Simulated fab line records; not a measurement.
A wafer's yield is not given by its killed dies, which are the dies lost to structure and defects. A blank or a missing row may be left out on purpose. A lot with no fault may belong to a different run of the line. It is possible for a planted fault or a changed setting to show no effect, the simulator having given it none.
fab line records ; flow n5Finfet
record lots=24; wafers=72; lastDay=21
route steps=1938 shown BEOL_M2@893
lots that met no fault: from a run of the same line without faults
startH: the number of hours between the record's first day and the start of the first shown wafer of the lot ; waitH: hours from the lot's prior step to this one ; " the same as in the row above ; L1.1+2: a row that stands for several wafers ; - no value present, or no start provided ; * or withheld: withheld ; < > ~ a bound
route shown NAME@n: names a module that has steps shown in the file, with the first one's number in the route ; usual: the fault-free wafers' mean and standard deviation ; same: alike in all rows ; chamber/n: place in a boat ; sites: per-site readings ; _std_site: their standard deviation ; _edge_site: outer sites' mean less inner sites' ; radiusMm: for every site, how far away it sits from the centre of the wafer ; mask NAME#n: copy n ; behind: the last tool/chamber to shape the wafer ; hold: cause of the lot's hold/its duration in hours/its outcome ; device: the n, p or np transistor that did not switch ; end of line: the route-end tests of the same wafers ; a step with no rows: only its recipe ; killed: at the first sort, the dies lost to defects and structure; wafer yield is something else ; map: shows each die of a wafer: x if killed, . if not, _ if none is there
set.NAME: the setting as run; set.NAME@STEP: as run at that earlier step ; model.NAME: the simulator's own value behind a step, which no gauge read
steps of the route over a sample of lots; a table a step, a row a wafer
services: a tool's chamber out of use, with start hour (startH, from the record's first day; less than 0 if before it), hours out, and reason
## steps
# step N5_BEOL_M2_OCD_MEAS_38
# usual trenchDepthNm=55.2/1.4
lot.wafer;tool;chamber;startH;waitH;trenchDepthNm
L074.1;ocd-02;-;180.78;-;56.9
L074.4;ocd-02;-;180.78;-;56.4
L074.6;ocd-02;-;180.78;-;55.2
L075.2;ocd-02;-;181.02;-;53.1
L075.3;ocd-02;-;181.02;-;56.5
L075.4;ocd-02;-;181.02;-;52.5
L077.2;ocd-02;-;183.27;-;54.0
L077.3;ocd-02;-;183.27;-;55.1
L077.5;ocd-02;-;183.27;-;54.2
L076.2;ocd-02;-;186.19;-;54.2
L076.4;ocd-02;-;186.19;-;52.8
L076.6;ocd-02;-;186.19;-;54.6
L078.2;ocd-01;-;192.97;-;52.3
L078.4;ocd-01;-;192.97;-;53.0
L078.5;ocd-01;-;192.97;-;55.2
L079.4;ocd-02;-;210.31;-;56.9
L079.5;ocd-02;-;210.31;-;56.1
L079.6;ocd-02;-;210.31;-;53.4
L080.2;ocd-02;-;210.50;-;52.2
L080.4;ocd-02;-;210.50;-;54.4
L080.5;ocd-02;-;210.50;-;52.4
L082.3;ocd-01;-;210.55;-;54.8
L082.4;ocd-01;-;210.55;-;54.3
L082.6;ocd-01;-;210.55;-;56.6
L084.1;ocd-01;-;214.42;-;54.3
L084.4;ocd-01;-;214.42;-;56.2
L084.5;ocd-01;-;214.42;-;54.5
L081.3;ocd-01;-;218.02;-;55.6
L081.5;ocd-01;-;218.02;-;53.3
L081.6;ocd-01;-;218.02;-;53.0
L086.2;ocd-01;-;220.63;-;55.0
L086.3;ocd-01;-;220.63;-;52.7
L086.4;ocd-01;-;220.63;-;55.3
L083.2;ocd-02;-;235.76;-;55.0
L083.3;ocd-02;-;235.76;-;56.8
L083.6;ocd-02;-;235.76;-;56.4
L085.2;ocd-02;-;250.11;-;53.4
L085.3;ocd-02;-;250.11;-;57.1
L085.4;ocd-02;-;250.11;-;55.3
L087.1;ocd-01;-;265.97;-;55.1
L087.2;ocd-01;-;265.97;-;53.8
L087.6;ocd-01;-;265.97;-;54.7
L088.2;ocd-02;-;271.06;-;54.0
L088.5;ocd-02;-;271.06;-;55.9
L088.6;ocd-02;-;271.06;-;57.6
L089.1;ocd-01;-;271.54;-;57.0
L089.2;ocd-01;-;271.54;-;56.2
L089.4;ocd-01;-;271.54;-;57.4
L090.3;ocd-02;-;283.99;-;55.3
L090.4;ocd-02;-;283.99;-;53.6
L090.6;ocd-02;-;283.99;-;56.2
L092.2;ocd-01;-;289.60;-;56.1
L092.3;ocd-01;-;289.60;-;57.1
L092.5;ocd-01;-;289.60;-;55.3
L091.3;ocd-01;-;292.42;-;55.0
L091.4;ocd-01;-;292.42;-;56.5
L091.5;ocd-01;-;292.42;-;53.9
L094.2;ocd-01;-;300.43;-;56.5
L094.3;ocd-01;-;300.43;-;55.5
L094.4;ocd-01;-;300.43;-;54.0
L093.2;ocd-02;-;304.03;-;57.0
L093.3;ocd-02;-;304.03;-;55.1
L093.6;ocd-02;-;304.03;-;54.8
L096.1;ocd-02;-;309.40;-;56.1
L096.2;ocd-02;-;309.40;-;56.6
L096.5;ocd-02;-;309.40;-;54.1
L095.1;ocd-02;-;317.58;-;56.2
L095.2;ocd-02;-;317.58;-;56.8
L095.6;ocd-02;-;317.58;-;56.1
L097.4;ocd-01;-;333.92;-;53.6
L097.5;ocd-01;-;333.92;-;55.8
L097.6;ocd-01;-;333.92;-;57.0
# step N5_BEOL_M2_ALD_84
# recipe material=TaN; targetThkA=*; tempC=275; aldPrecursorFamily=PDMAT; aldCoReactant=NH3; pressureTorr=3; carrierFlowSccm=1500; pulseTimeS=2; purgeTimeS=3; coReactantPurgeTimeS=2; coReactantPulseTimeS=3; aldCycles=30; precursorVesselTempC=75; precursorVesselPressureTorr=26.25; precursorVesselCarrierSccm=1000
# usual heaterPowerW=416/47
lot.wafer;tool;chamber;startH;waitH;heaterPowerW
L074.1;aldMetal-01;2;181.25;0.1;395
L074.4;aldMetal-01;0;181.25;0.1;392
L074.6;aldMetal-01;3;181.25;0.1;418
L075.2;aldMetal-04;0;181.33;0.1;414
L075.3;aldMetal-04;2;181.33;0.1;418
L075.4;aldMetal-04;3;181.33;0.1;365
L077.2;aldMetal-02;3;184.02;0.1;396
L077.3;aldMetal-02;1;184.02;0.1;517
L077.5;aldMetal-02;2;184.02;0.1;352
L076.2;aldMetal-04;0;187.01;0.2;418
L076.4;aldMetal-04;3;187.01;0.2;385
L076.6;aldMetal-04;2;187.01;0.2;423
L078.2;aldMetal-01;0;194.07;0.2;378
L078.4;aldMetal-01;2;194.07;0.2;396
L078.5;aldMetal-01;1;194.07;0.2;459
L079.4;aldMetal-04;3;210.90;0.1;372
L079.5;aldMetal-04;3;210.90;0.1;364
L079.6;aldMetal-04;0;210.90;0.1;421
L080.2;aldMetal-02;1;210.96;0.0;520
L080.4;aldMetal-02;2;210.96;0.0;363
L080.5;aldMetal-02;2;210.96;0.0;360
L082.3;aldMetal-01;3;211.02;0.1;418
L082.4;aldMetal-01;1;211.02;0.1;455
L082.6;aldMetal-01;2;211.02;0.1;397
L084.1;aldMetal-01;3;215.17;0.1;411
L084.4;aldMetal-01;0;215.17;0.1;385
L084.5;aldMetal-01;0;215.17;0.1;374
L081.3;aldMetal-01;1;218.67;0.1;442
L081.5;aldMetal-01;0;218.67;0.1;388
L081.6;aldMetal-01;3;218.67;0.1;417
L086.2;aldMetal-02;2;221.23;0.1;359
L086.3;aldMetal-02;0;221.23;0.1;501
L086.4;aldMetal-02;1;221.23;0.1;525
L083.2;aldMetal-01;0;236.33;0.1;392
L083.3;aldMetal-01;1;236.33;0.1;462
L083.6;aldMetal-01;0;236.33;0.1;396
L085.2;aldMetal-04;1;250.81;0.1;362
L085.3;aldMetal-04;2;250.81;0.1;414
L085.4;aldMetal-04;0;250.81;0.1;423
L087.1;aldMetal-01;1;266.39;0.0;451
L087.2;aldMetal-01;0;266.39;0.0;392
L087.6;aldMetal-01;2;266.39;0.0;385
L089.1;aldMetal-02;0;272.29;0.1;481
L089.2;aldMetal-02;2;272.29;0.1;356
L089.4;aldMetal-02;3;272.29;0.1;385
L088.2;aldMetal-01;0;272.40;0.0;389
L088.5;aldMetal-01;1;272.40;0.0;457
L088.6;aldMetal-01;2;272.40;0.0;395
L090.3;aldMetal-01;3;285.63;0.0;412
L090.4;aldMetal-01;0;285.63;0.0;380
L090.6;aldMetal-01;2;285.63;0.0;404
L092.2;aldMetal-04;1;289.99;0.0;370
L092.3;aldMetal-04;0;289.99;0.0;415
L092.5;aldMetal-04;3;289.99;0.0;365
L091.3;aldMetal-01;1;293.32;0.1;461
L091.4;aldMetal-01;2;293.32;0.1;394
L091.5;aldMetal-01;0;293.32;0.1;383
L094.2;aldMetal-01;3;300.77;0.1;425
L094.3;aldMetal-01;0;300.77;0.1;380
L094.4;aldMetal-01;1;300.77;0.1;449
L093.2;aldMetal-02;2;304.68;0.0;357
L093.3;aldMetal-02;3;304.68;0.0;390
L093.6;aldMetal-02;1;304.68;0.0;534
L096.1;aldMetal-01;3;310.09;0.0;417
L096.2;aldMetal-01;0;310.09;0.0;381
L096.5;aldMetal-01;1;310.09;0.0;436
L095.1;aldMetal-02;0;317.88;0.0;479
L095.2;aldMetal-02;2;317.88;0.0;359
L095.6;aldMetal-02;2;317.88;0.0;356
L097.4;aldMetal-02;2;334.60;0.1;361
L097.5;aldMetal-02;0;334.60;0.1;481
L097.6;aldMetal-02;1;334.60;0.1;525
# step N5_BEOL_M2_ANNEAL_80
# recipe tempC=400; timeS=240; ambient=vacuum
# usual heaterPowerW=783/73
lot.wafer;tool;chamber;startH;waitH;heaterPowerW
L074.1;pvdSputter-02;-;182.37;0.0;710
L074.4;pvdSputter-02;-;182.37;0.0;788
L074.6;pvdSputter-02;-;182.37;0.0;840
L075.2;pvdSputter-01;-;183.24;0.0;900
L075.3;pvdSputter-01;-;183.24;0.0;716
L075.4;pvdSputter-01;-;183.24;0.0;800
L077.2;pvdSputter-02;-;184.93;0.0;687
L077.3;pvdSputter-02;-;184.93;0.0;766
L077.5;pvdSputter-02;-;184.93;0.0;697
L076.2;pvdSputter-03;-;187.90;0.0;806
L076.4;pvdSputter-03;-;187.90;0.0;759
L076.6;pvdSputter-03;-;187.90;0.0;743
L078.2;pvdSputter-01;-;194.91;0.0;795
L078.4;pvdSputter-01;-;194.91;0.0;853
L078.5;pvdSputter-01;-;194.91;0.0;742
L079.4;pvdSputter-03;-;211.90;0.0;758
L079.5;pvdSputter-03;-;211.90;0.0;842
L079.6;pvdSputter-03;-;211.90;0.0;676
L080.2;pvdSputter-01;-;212.83;0.0;750
L080.4;pvdSputter-01;-;212.83;0.0;771
L080.5;pvdSputter-01;-;212.83;0.0;886
L082.3;pvdSputter-02;-;213.08;0.0;865
L082.4;pvdSputter-02;-;213.08;0.0;688
L082.6;pvdSputter-02;-;213.08;0.0;871
L084.1;pvdSputter-01;-;217.81;0.0;779
L084.4;pvdSputter-01;-;217.81;0.0;727
L084.5;pvdSputter-01;-;217.81;0.0;740
L081.3;pvdSputter-01;-;219.65;0.0;741
L081.5;pvdSputter-01;-;219.65;0.0;855
L081.6;pvdSputter-01;-;219.65;0.0;911
L086.2;pvdSputter-02;-;222.12;0.0;766
L086.3;pvdSputter-02;-;222.12;0.0;698
L086.4;pvdSputter-02;-;222.12;0.0;680
L083.2;pvdSputter-03;-;238.88;0.0;680
L083.3;pvdSputter-03;-;238.88;0.0;763
L083.6;pvdSputter-03;-;238.88;0.0;814
L085.2;pvdSputter-02;-;253.34;0.0;764
L085.3;pvdSputter-02;-;253.34;0.0;698
L085.4;pvdSputter-02;-;253.34;0.0;830
L087.1;pvdSputter-01;-;267.14;0.0;902
L087.2;pvdSputter-01;-;267.14;0.0;855
L087.6;pvdSputter-01;-;267.14;0.0;851
L089.1;pvdSputter-02;-;273.29;0.0;701
L089.2;pvdSputter-02;-;273.29;0.0;716
L089.4;pvdSputter-02;-;273.29;0.0;866
L088.2;pvdSputter-02;-;275.13;0.0;710
L088.5;pvdSputter-02;-;275.13;0.0;706
L088.6;pvdSputter-02;-;275.13;0.0;877
L090.3;pvdSputter-01;-;286.63;0.0;924
L090.4;pvdSputter-01;-;286.63;0.0;805
L090.6;pvdSputter-01;-;286.63;0.0;740
L092.2;pvdSputter-02;-;290.86;0.0;786
L092.3;pvdSputter-02;-;290.86;0.0;679
L092.5;pvdSputter-02;-;290.86;0.0;879
L091.3;pvdSputter-01;-;294.21;0.0;798
L091.4;pvdSputter-01;-;294.21;0.0;727
L091.5;pvdSputter-01;-;294.21;0.0;914
L094.2;pvdSputter-02;-;303.15;0.0;705
L094.3;pvdSputter-02;-;303.15;0.0;851
L094.4;pvdSputter-02;-;303.15;0.0;702
L093.2;pvdSputter-02;-;305.62;0.0;725
L093.3;pvdSputter-02;-;305.62;0.0;865
L093.6;pvdSputter-02;-;305.62;0.0;709
L096.1;pvdSputter-02;-;311.25;0.0;704
L096.2;pvdSputter-02;-;311.25;0.0;695
L096.5;pvdSputter-02;-;311.25;0.0;847
L095.1;pvdSputter-02;-;318.79;0.0;867
L095.2;pvdSputter-02;-;318.79;0.0;768
L095.6;pvdSputter-02;-;318.79;0.0;698
L097.4;pvdSputter-02;-;335.38;0.0;847
L097.5;pvdSputter-02;-;335.38;0.0;709
L097.6;pvdSputter-02;-;335.38;0.0;759
# step N5_BEOL_M2_ANNEAL_89
# recipe tempC=400; timeS=240; ambient=vacuum
# usual heaterPowerW=782/74
lot.wafer;tool;chamber;startH;waitH;heaterPowerW
L074.1;pvdSputter-02;-;183.03;0.0;688
L074.4;pvdSputter-02;-;183.03;0.0;747
L074.6;pvdSputter-02;-;183.03;0.0;857
L075.2;pvdSputter-01;-;183.90;0.0;910
L075.3;pvdSputter-01;-;183.90;0.0;730
L075.4;pvdSputter-01;-;183.90;0.0;787
L077.2;pvdSputter-02;-;185.59;0.0;711
L077.3;pvdSputter-02;-;185.59;0.0;767
L077.5;pvdSputter-02;-;185.59;0.0;710
L076.2;pvdSputter-03;-;188.56;0.0;782
L076.4;pvdSputter-03;-;188.56;0.0;744
L076.6;pvdSputter-03;-;188.56;0.0;757
L078.2;pvdSputter-01;-;195.57;0.0;769
L078.4;pvdSputter-01;-;195.57;0.0;860
L078.5;pvdSputter-01;-;195.57;0.0;731
L079.4;pvdSputter-03;-;212.56;0.0;747
L079.5;pvdSputter-03;-;212.56;0.0;830
L079.6;pvdSputter-03;-;212.56;0.0;670
L080.2;pvdSputter-01;-;213.49;0.0;717
L080.4;pvdSputter-01;-;213.49;0.0;804
L080.5;pvdSputter-01;-;213.49;0.0;903
L082.3;pvdSputter-02;-;213.74;0.0;862
L082.4;pvdSputter-02;-;213.74;0.0;705
L082.6;pvdSputter-02;-;213.74;0.0;862
L084.1;pvdSputter-01;-;218.47;0.0;784
L084.4;pvdSputter-01;-;218.47;0.0;740
L084.5;pvdSputter-01;-;218.47;0.0;740
L081.3;pvdSputter-01;-;220.31;0.0;735
L081.5;pvdSputter-01;-;220.31;0.0;849
L081.6;pvdSputter-01;-;220.31;0.0;914
L086.2;pvdSputter-02;-;222.78;0.0;772
L086.3;pvdSputter-02;-;222.78;0.0;691
L086.4;pvdSputter-02;-;222.78;0.0;681
L083.2;pvdSputter-03;-;239.54;0.0;661
L083.3;pvdSputter-03;-;239.54;0.0;754
L083.6;pvdSputter-03;-;239.54;0.0;835
L085.2;pvdSputter-02;-;254.00;0.0;779
L085.3;pvdSputter-02;-;254.00;0.0;713
L085.4;pvdSputter-02;-;254.00;0.0;862
L087.1;pvdSputter-01;-;267.80;0.0;883
L087.2;pvdSputter-01;-;267.80;0.0;884
L087.6;pvdSputter-01;-;267.80;0.0;886
L089.1;pvdSputter-02;-;273.95;0.0;708
L089.2;pvdSputter-02;-;273.95;0.0;697
L089.4;pvdSputter-02;-;273.95;0.0;867
L088.2;pvdSputter-02;-;275.79;0.0;696
L088.5;pvdSputter-02;-;275.79;0.0;696
L088.6;pvdSputter-02;-;275.79;0.0;843
L090.3;pvdSputter-01;-;287.29;0.0;891
L090.4;pvdSputter-01;-;287.29;0.0;793
L090.6;pvdSputter-01;-;287.29;0.0;745
L092.2;pvdSputter-02;-;291.52;0.0;794
L092.3;pvdSputter-02;-;291.52;0.0;684
L092.5;pvdSputter-02;-;291.52;0.0;849
L091.3;pvdSputter-01;-;295.55;0.0;800
L091.4;pvdSputter-01;-;295.55;0.0;710
L091.5;pvdSputter-01;-;295.55;0.0;904
L094.2;pvdSputter-02;-;303.87;0.0;704
L094.3;pvdSputter-02;-;303.87;0.0;858
L094.4;pvdSputter-02;-;303.87;0.0;696
L093.2;pvdSputter-02;-;306.33;0.0;688
L093.3;pvdSputter-02;-;306.33;0.0;881
L093.6;pvdSputter-02;-;306.33;0.0;701
L096.1;pvdSputter-02;-;311.91;0.0;718
L096.2;pvdSputter-02;-;311.91;0.0;710
L096.5;pvdSputter-02;-;311.91;0.0;872
L095.1;pvdSputter-02;-;319.45;0.0;870
L095.2;pvdSputter-02;-;319.45;0.0;752
L095.6;pvdSputter-02;-;319.45;0.0;705
L097.4;pvdSputter-02;-;336.04;0.0;861
L097.5;pvdSputter-02;-;336.04;0.0;705
L097.6;pvdSputter-02;-;336.04;0.0;765
# step N5_BEOL_M2_ANNEAL_91
# recipe tempC=400; timeS=240; ambient=vacuum
# usual heaterPowerW=781/75
lot.wafer;tool;chamber;startH;waitH;heaterPowerW
L074.1;pvdSputter-02;-;183.25;0.0;688
L074.4;pvdSputter-02;-;183.25;0.0;758
L074.6;pvdSputter-02;-;183.25;0.0;874
L075.2;pvdSputter-01;-;184.12;0.0;906
L075.3;pvdSputter-01;-;184.12;0.0;714
L075.4;pvdSputter-01;-;184.12;0.0;805
L077.2;pvdSputter-02;-;185.81;0.0;697
L077.3;pvdSputter-02;-;185.81;0.0;756
L077.5;pvdSputter-02;-;185.81;0.0;696
L076.2;pvdSputter-03;-;188.78;0.0;805
L076.4;pvdSputter-03;-;188.78;0.0;759
L076.6;pvdSputter-03;-;188.78;0.0;740
L078.2;pvdSputter-01;-;195.79;0.0;793
L078.4;pvdSputter-01;-;195.79;0.0;828
L078.5;pvdSputter-01;-;195.79;0.0;724
L079.4;pvdSputter-03;-;212.78;0.0;776
L079.5;pvdSputter-03;-;212.78;0.0;820
L079.6;pvdSputter-03;-;212.78;0.0;673
L080.2;pvdSputter-01;-;213.71;0.0;746
L080.4;pvdSputter-01;-;213.71;0.0;803
L080.5;pvdSputter-01;-;213.71;0.0;910
L082.3;pvdSputter-02;-;213.96;0.0;863
L082.4;pvdSputter-02;-;213.96;0.0;721
L082.6;pvdSputter-02;-;213.96;0.0;847
L084.1;pvdSputter-01;-;218.69;0.0;793
L084.4;pvdSputter-01;-;218.69;0.0;728
L084.5;pvdSputter-01;-;218.69;0.0;751
L081.3;pvdSputter-01;-;220.53;0.0;720
L081.5;pvdSputter-01;-;220.53;0.0;856
L081.6;pvdSputter-01;-;220.53;0.0;895
L086.2;pvdSputter-02;-;223.00;0.0;764
L086.3;pvdSputter-02;-;223.00;0.0;719
L086.4;pvdSputter-02;-;223.00;0.0;683
L083.2;pvdSputter-03;-;239.76;0.0;649
L083.3;pvdSputter-03;-;239.76;0.0;744
L083.6;pvdSputter-03;-;239.76;0.0;829
L085.2;pvdSputter-02;-;254.22;0.0;778
L085.3;pvdSputter-02;-;254.22;0.0;693
L085.4;pvdSputter-02;-;254.22;0.0;876
L087.1;pvdSputter-01;-;268.02;0.0;905
L087.2;pvdSputter-01;-;268.02;0.0;863
L087.6;pvdSputter-01;-;268.02;0.0;842
L089.1;pvdSputter-02;-;274.17;0.0;704
L089.2;pvdSputter-02;-;274.17;0.0;704
L089.4;pvdSputter-02;-;274.17;0.0;851
L088.2;pvdSputter-02;-;276.01;0.0;686
L088.5;pvdSputter-02;-;276.01;0.0;699
L088.6;pvdSputter-02;-;276.01;0.0;875
L090.3;pvdSputter-01;-;287.51;0.0;916
L090.4;pvdSputter-01;-;287.51;0.0;778
L090.6;pvdSputter-01;-;287.51;0.0;724
L092.2;pvdSputter-02;-;291.74;0.0;772
L092.3;pvdSputter-02;-;291.74;0.0;690
L092.5;pvdSputter-02;-;291.74;0.0;857
L091.3;pvdSputter-01;-;295.77;0.0;785
L091.4;pvdSputter-01;-;295.77;0.0;723
L091.5;pvdSputter-01;-;295.77;0.0;926
L094.2;pvdSputter-02;-;304.11;0.0;696
L094.3;pvdSputter-02;-;304.11;0.0;868
L094.4;pvdSputter-02;-;304.11;0.0;699
L093.2;pvdSputter-02;-;306.55;0.0;690
L093.3;pvdSputter-02;-;306.55;0.0;852
L093.6;pvdSputter-02;-;306.55;0.0;690
L096.1;pvdSputter-02;-;312.13;0.0;689
L096.2;pvdSputter-02;-;312.13;0.0;707
L096.5;pvdSputter-02;-;312.13;0.0;853
L095.1;pvdSputter-02;-;319.67;0.0;871
L095.2;pvdSputter-02;-;319.67;0.0;791
L095.6;pvdSputter-02;-;319.67;0.0;688
L097.4;pvdSputter-02;-;336.26;0.0;839
L097.5;pvdSputter-02;-;336.26;0.0;687
L097.6;pvdSputter-02;-;336.26;0.0;778
# step N5_BEOL_M2_INSPECT_59
# recipe inspectInstrument=darkfield; mode=postDep
# usual rawDefectCount=73/26
lot.wafer;tool;chamber;startH;waitH;rawDefectCount
L074.1;defectInspect-02;-;184.93;0.0;75
L074.4;defectInspect-02;-;184.93;0.0;82
L074.6;defectInspect-02;-;184.93;0.0;30
L075.2;defectInspect-01;-;186.04;0.0;69
L075.3;defectInspect-01;-;186.04;0.0;82
L075.4;defectInspect-01;-;186.04;0.0;66
L077.2;defectInspect-01;-;187.52;0.0;69
L077.3;defectInspect-01;-;187.52;0.0;106
L077.5;defectInspect-01;-;187.52;0.0;83
L076.2;defectInspect-01;-;191.66;0.0;118
L076.4;defectInspect-01;-;191.66;0.0;76
L076.6;defectInspect-01;-;191.66;0.0;108
L078.2;defectInspect-02;-;197.48;0.0;66
L078.4;defectInspect-02;-;197.48;0.0;79
L078.5;defectInspect-02;-;197.48;0.0;43
L079.4;defectInspect-01;-;214.52;0.0;57
L079.5;defectInspect-01;-;214.52;0.0;78
L079.6;defectInspect-01;-;214.52;0.0;54
L080.2;defectInspect-01;-;215.39;0.0;77
L080.4;defectInspect-01;-;215.39;0.0;82
L080.5;defectInspect-01;-;215.39;0.0;54
L082.3;defectInspect-02;-;215.78;0.0;60
L082.4;defectInspect-02;-;215.78;0.0;37
L082.6;defectInspect-02;-;215.78;0.0;56
L084.1;defectInspect-01;-;221.49;0.0;52
L084.4;defectInspect-01;-;221.49;0.0;78
L084.5;defectInspect-01;-;221.49;0.0;54
L081.3;defectInspect-01;-;222.33;0.0;50
L081.5;defectInspect-01;-;222.33;0.0;54
L081.6;defectInspect-01;-;222.33;0.0;54
L086.2;defectInspect-02;-;224.69;0.0;147
L086.3;defectInspect-02;-;224.69;0.0;117
L086.4;defectInspect-02;-;224.69;0.0;92
L083.2;defectInspect-02;-;241.41;0.0;63
L083.3;defectInspect-02;-;241.41;0.0;35
L083.6;defectInspect-02;-;241.41;0.0;73
L085.2;defectInspect-01;-;255.94;0.0;91
L085.3;defectInspect-01;-;255.94;0.0;72
L085.4;defectInspect-01;-;255.94;0.0;55
L087.1;defectInspect-01;-;269.67;0.0;69
L087.2;defectInspect-01;-;269.67;0.0;97
L087.6;defectInspect-01;-;269.67;0.0;34
L089.1;defectInspect-01;-;275.85;0.0;71
L089.2;defectInspect-01;-;275.85;0.0;76
L089.4;defectInspect-01;-;275.85;0.0;65
L088.2;defectInspect-02;-;277.91;0.0;54
L088.5;defectInspect-02;-;277.91;0.0;44
L088.6;defectInspect-02;-;277.91;0.0;66
L090.3;defectInspect-02;-;289.17;0.0;61
L090.4;defectInspect-02;-;289.17;0.0;60
L090.6;defectInspect-02;-;289.17;0.0;59
L092.2;defectInspect-02;-;293.41;0.0;43
L092.3;defectInspect-02;-;293.41;0.0;61
L092.5;defectInspect-02;-;293.41;0.0;30
L091.3;defectInspect-01;-;297.42;0.0;96
L091.4;defectInspect-01;-;297.42;0.0;49
L091.5;defectInspect-01;-;297.42;0.0;49
L094.2;defectInspect-02;-;305.81;0.0;78
L094.3;defectInspect-02;-;305.81;0.0;115
L094.4;defectInspect-02;-;305.81;0.0;67
L093.2;defectInspect-01;-;308.22;0.0;76
L093.3;defectInspect-01;-;308.22;0.0;169
L093.6;defectInspect-01;-;308.22;0.0;90
L096.1;defectInspect-01;-;313.78;0.0;34
L096.2;defectInspect-01;-;313.78;0.0;54
L096.5;defectInspect-01;-;313.78;0.0;68
L095.1;defectInspect-01;-;321.33;0.0;61
L095.2;defectInspect-01;-;321.33;0.0;88
L095.6;defectInspect-01;-;321.33;0.0;88
L097.4;defectInspect-01;-;337.97;0.0;133
L097.5;defectInspect-01;-;337.97;0.0;77
L097.6;defectInspect-01;-;337.97;0.0;130
## services
tool;chamber;startH;hours;kind
pvdSputter-03;-;216.35;1.0;repair
aldMetal-02;1;274.02;20.7;repair
aldMetal-04;2;275.09;28.5;repair
aldMetal-01;3;288.13;-;calibration
aldMetal-04;-;301.79;2.8;pm
aldMetal-01;-;328.96;1.2;repair
## key
fault none
